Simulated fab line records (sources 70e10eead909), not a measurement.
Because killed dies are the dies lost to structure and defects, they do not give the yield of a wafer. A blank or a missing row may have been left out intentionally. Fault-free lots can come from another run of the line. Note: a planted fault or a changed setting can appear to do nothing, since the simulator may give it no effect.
Which tool is to blame? ; flow nand_harc ; 24 lots, 72 wafers sampled, at 4 steps of a route of 1159

== WHAT THE GAUGES SHOWED, per wafer ==
NHARC_A_BONDPAD_CD_MEAS_09 targets a cd of 500 nm. Usual: cd_nm at 500.3 nm, with a standard deviation of 1.7.
lot;measured;on;cd_nm (nm);flag
L074;day 18 17:08;cd_sem-01;503.8 503.5 502.8;
L077;day 18 17:32;cd_sem-03;497.7 498.8 499.5;
L075;day 18 17:41;cd_sem-03;501.7 502.7 502.3;
L076;day 18 22:51;cd_sem-03;499.7 499.6 500.8;
L078;day 18 23:15;cd_sem-03;496.9 497.5 498.8;
L079;day 19 12:40;cd_sem-01;499.3 497.4 498.6;
L081;day 19 14:32;cd_sem-03;499.5 499.3 500.5;
L082;day 19 19:05;cd_sem-02;497.1 499.5 498.2;
L080;day 19 19:43;cd_sem-02;501.2 501.3 500.0;
L084;day 20 05:55;cd_sem-01;500.4 500.8 499.6;
L083;day 20 08:31;cd_sem-03;499.5 500.8 498.4;
L086;day 20 20:45;cd_sem-01;502.7 501.0 502.1;
L085;day 21 02:49;cd_sem-03;499.9 499.6 500.7;
L088;day 21 03:11;cd_sem-02;498.9 499.3 499.2;
L087;day 21 12:50;cd_sem-02;499.7 501.2 498.9;
L089;day 21 21:33;cd_sem-01;500.3 500.9 500.6;
L094;day 22 02:44;cd_sem-01;499.7 499.8 499.9;
L090;day 22 05:40;cd_sem-03;502.1 501.5 501.9;
L095;day 22 06:22;cd_sem-03;501.2 500.7 500.3;
L092;day 22 13:52;cd_sem-02;502.8 501.5 499.9;
L091;day 22 20:47;cd_sem-02;503.6 501.0 504.2;
L093;day 23 01:30;cd_sem-01;499.1 497.5 497.1;
L096;day 23 02:17;cd_sem-01;499.9 499.5 499.7;
L097;day 24 13:18;cd_sem-02;501.6 502.6 500.8;

NHARC_A_BONDPAD_THK_MEAS_20: measures by xrf. Usual: thk_nm at 169.9 nm, with a standard deviation of 1.3.
lot;measured;on;thk_nm (nm);flag
L074;day 18 19:46;film_metro-02;170.4 170.0 168.9;
L077;day 18 20:35;film_metro-01;171.0 171.9 169.2;
L075;day 18 20:30;film_metro-02;169.5 169.3 169.5;
L076;day 19 01:24;film_metro-02;170.5 170.2 170.1;
L078;day 19 02:01;film_metro-01;171.2 169.7 172.4;
L079;day 19 15:13;film_metro-02;169.8 168.5 169.8;
L081;day 19 17:08;film_metro-02;172.9 172.3 170.9;
L082;day 19 21:40;film_metro-01;169.0 168.4 170.2;
L080;day 19 22:52;film_metro-02;167.7 169.0 170.1;
L084;day 20 08:36;film_metro-01;169.9 171.2 170.5;
L083;day 20 11:16;film_metro-01;168.1 167.9 171.8;
L086;day 20 23:18;film_metro-02;170.4 169.5 168.5;
L085;day 21 05:25;film_metro-02;170.6 170.8 170.7;
L088;day 21 05:55;film_metro-01;170.6 171.0 170.8;
L087;day 21 15:23;film_metro-01;169.6 169.2 166.6;
L089;day 22 00:22;film_metro-01;170.9 170.6 171.1;
L094;day 22 05:18;film_metro-01;168.9 168.8 172.4;
L090;day 22 08:23;film_metro-01;168.8 169.2 171.8;
L095;day 22 09:20;film_metro-01;170.5 170.4 169.1;
L092;day 22 16:25;film_metro-01;169.5 170.5 170.1;
L091;day 22 23:26;film_metro-01;170.1 169.9 169.5;
L093;day 23 04:06;film_metro-01;169.8 170.9 172.2;
L096;day 23 04:55;film_metro-01;168.5 171.0 169.7;
L097;day 24 16:16;film_metro-01;169.5 169.4 171.9;

== EACH LOT AND THE TOOL THAT RAN IT (in order: tool; ch and the chambers of the sampled wafers; start) ==
lot;NHARC_A_BONDPAD_STRIP_15;NHARC_A_BONDPAD_PVD_17
L074;rie_diel-07 ch 0,1,2, day 18 17:46;pvd_sputter-02, day 18 19:46 or earlier
L077;rie_diel-02 ch 0,1, day 18 18:26;pvd_sputter-02, day 18 20:35 or earlier
L075;rie_diel-07 ch 2,3, day 18 18:26;pvd_sputter-02, day 18 20:30 or earlier
L076;rie_diel-07 ch 0,3, day 18 23:28;pvd_sputter-01, day 19 01:24 or earlier
L078;rie_diel-07 ch 1,2,3, day 18 23:58;pvd_sputter-01, day 19 02:01 or earlier
L079;rie_diel-07 ch 0,1,2, day 19 13:16;pvd_sputter-02, day 19 15:13 or earlier
L081;rie_diel-07 ch 1,2,3, day 19 15:10;pvd_sputter-03, day 19 17:08 or earlier
L082;rie_diel-07 ch 0,1,2, day 19 19:44;pvd_sputter-01, day 19 21:40 or earlier
L080;rie_diel-07 ch 0,1,3, day 19 20:20;pvd_sputter-03, day 19 22:52 or earlier
L084;rie_diel-07 ch 0,2,3, day 20 06:31;pvd_sputter-01, day 20 08:36 or earlier
L083;rie_diel-02 ch 0,1,2, day 20 09:11;pvd_sputter-01, day 20 11:16 or earlier
L086;rie_diel-07 ch 1,2, day 20 21:22;pvd_sputter-01, day 20 23:18 or earlier
L085;rie_diel-07 ch 0,1,2, day 21 03:29;pvd_sputter-03, day 21 05:25 or earlier
L088;rie_diel-07 ch 0,2,3, day 21 03:53;pvd_sputter-03, day 21 05:55 or earlier
L087;rie_diel-07 ch 0,2,3, day 21 13:26;pvd_sputter-03, day 21 15:23 or earlier
L089;rie_diel-01 ch 1,2,3, day 21 22:13;pvd_sputter-02, day 22 00:22 or earlier
L094;rie_diel-07 ch 0,1,3, day 22 03:21;pvd_sputter-02, day 22 05:18 or earlier
L090;rie_diel-07 ch 0,3, day 22 06:16;pvd_sputter-03, day 22 08:23 or earlier
L095;rie_diel-07 ch 0,2,3, day 22 07:01;pvd_sputter-01, day 22 09:20 or earlier
L092;rie_diel-02 ch 0,1, day 22 14:28;pvd_sputter-03, day 22 16:25 or earlier
L091;rie_diel-01 ch 0,3, day 22 21:25;pvd_sputter-02, day 22 23:26 or earlier
L093;rie_diel-01 ch 1,3, day 23 02:07;pvd_sputter-03, day 23 04:06 or earlier
L096;rie_diel-02 ch 0,1,2, day 23 02:55;pvd_sputter-01, day 23 04:55 or earlier
L097;rie_diel-02 ch 0,2, day 24 13:55;pvd_sputter-03, day 24 16:16 or earlier
- NHARC_A_BONDPAD_STRIP_15: strips in O2.
- NHARC_A_BONDPAD_PVD_17: deposits TaN, target thk 5 nm, time 8.06 s.

== AS READ BY THE TOOLS THEMSELVES (means over the sampled wafers that have a number; for cases with no such wafer, the mark the record gives instead) ==
NHARC_A_BONDPAD_STRIP_15. Usual: drypump_motor_current_A 5.8 A, standard deviation 0.49; oes_product_au 0.999 a.u., standard deviation 0.008; rf_vpp_V 58.0 V, standard deviation 0.89; showerhead_plenum_p_Torr 3.60 Torr, standard deviation 0.13; throttle_valve_pct 17.036 %, standard deviation 0.0095.
lot;tool;drypump_motor_current_A (A);oes_product_au (a.u.);rf_vpp_V (V);showerhead_plenum_p_Torr (Torr);throttle_valve_pct (%);flag
L074;rie_diel-07;5.4;0.997;57.6;3.56;17.034;
L077;rie_diel-02;6.1;1.004;58.7;3.55;17.033;
L075;rie_diel-07;6.0;1.002;57.3;3.68;17.034;
L076;rie_diel-07;6.2;0.996;58.2;3.65;17.041;
L078;rie_diel-07;5.6;0.989;57.8;3.58;17.031;
L079;rie_diel-07;5.4;0.994;58.2;3.56;17.035;
L081;rie_diel-07;5.5;0.999;57.3;3.58;17.035;
L082;rie_diel-07;5.4;1.001;57.9;3.56;17.030;
L080;rie_diel-07;5.8;0.999;57.9;3.56;17.023;
L084;rie_diel-07;5.9;1.003;58.6;3.66;17.042;
L083;rie_diel-02;6.1;1.011;57.8;3.53;17.032;
L086;rie_diel-07;5.1;0.993;58.8;3.49;17.035;
L085;rie_diel-07;5.4;0.991;57.9;3.56;17.032;
L088;rie_diel-07;5.9;0.992;57.4;3.66;17.040;
L087;rie_diel-07;5.9;1.005;57.8;3.66;17.035;
L089;rie_diel-01;5.8;1.001;58.8;3.72;17.041;
L094;rie_diel-07;5.7;1.003;57.3;3.56;17.034;
L090;rie_diel-07;6.1;0.996;57.3;3.63;17.045;
L095;rie_diel-07;5.9;1.005;58.3;3.65;17.036;
L092;rie_diel-02;6.1;0.993;57.5;3.54;17.033;
L091;rie_diel-01;5.6;1.003;57.4;3.76;17.032;
L093;rie_diel-01;5.9;0.996;58.2;3.66;17.040;
L096;rie_diel-02;6.1;1.002;58.0;3.52;17.033;
L097;rie_diel-02;6.0;0.997;56.6;3.44;17.038;

NHARC_A_BONDPAD_PVD_17. Usual: throttle_valve_pct at 29.9 %, with a standard deviation of 1.2.
lot;tool;throttle_valve_pct (%);flag
L074;pvd_sputter-02;29.5;
L077;pvd_sputter-02;29.2;
L075;pvd_sputter-02;29.2;
L076;pvd_sputter-01;31.2;
L078;pvd_sputter-01;31.3;
L079;pvd_sputter-02;29.1;
L081;pvd_sputter-03;28.3;
L082;pvd_sputter-01;30.5;
L080;pvd_sputter-03;28.9;
L084;pvd_sputter-01;31.2;
L083;pvd_sputter-01;31.4;
L086;pvd_sputter-01;30.4;
L085;pvd_sputter-03;29.4;
L088;pvd_sputter-03;29.2;
L087;pvd_sputter-03;29.3;
L089;pvd_sputter-02;29.5;
L094;pvd_sputter-02;29.5;
L090;pvd_sputter-03;30.4;
L095;pvd_sputter-01;30.4;
L092;pvd_sputter-03;30.4;
L091;pvd_sputter-02;29.8;
L093;pvd_sputter-03;29.7;
L096;pvd_sputter-01;30.4;
L097;pvd_sputter-03;29.1;

== THE ANSWER, worked out from the rows above alone ==
Rule: lot off if the mean of its wafers having a number is beyond 3 standard deviations from the usual mean. A lot without any number at a reading at which 4 lots or more have one is off too. The other lots that the step has rows for count as sound. After the gauges, taken in route order, come the tools' own readings; for these a lot's mean is taken, as printed above. The first step at which some lot is off is used, and at that step the reading that is off furthest; a lot without a number counts as furthest.
No lot is off at any reading shown: from this, nothing can be told.

== WHAT THE SIMULATOR PUT IN ==
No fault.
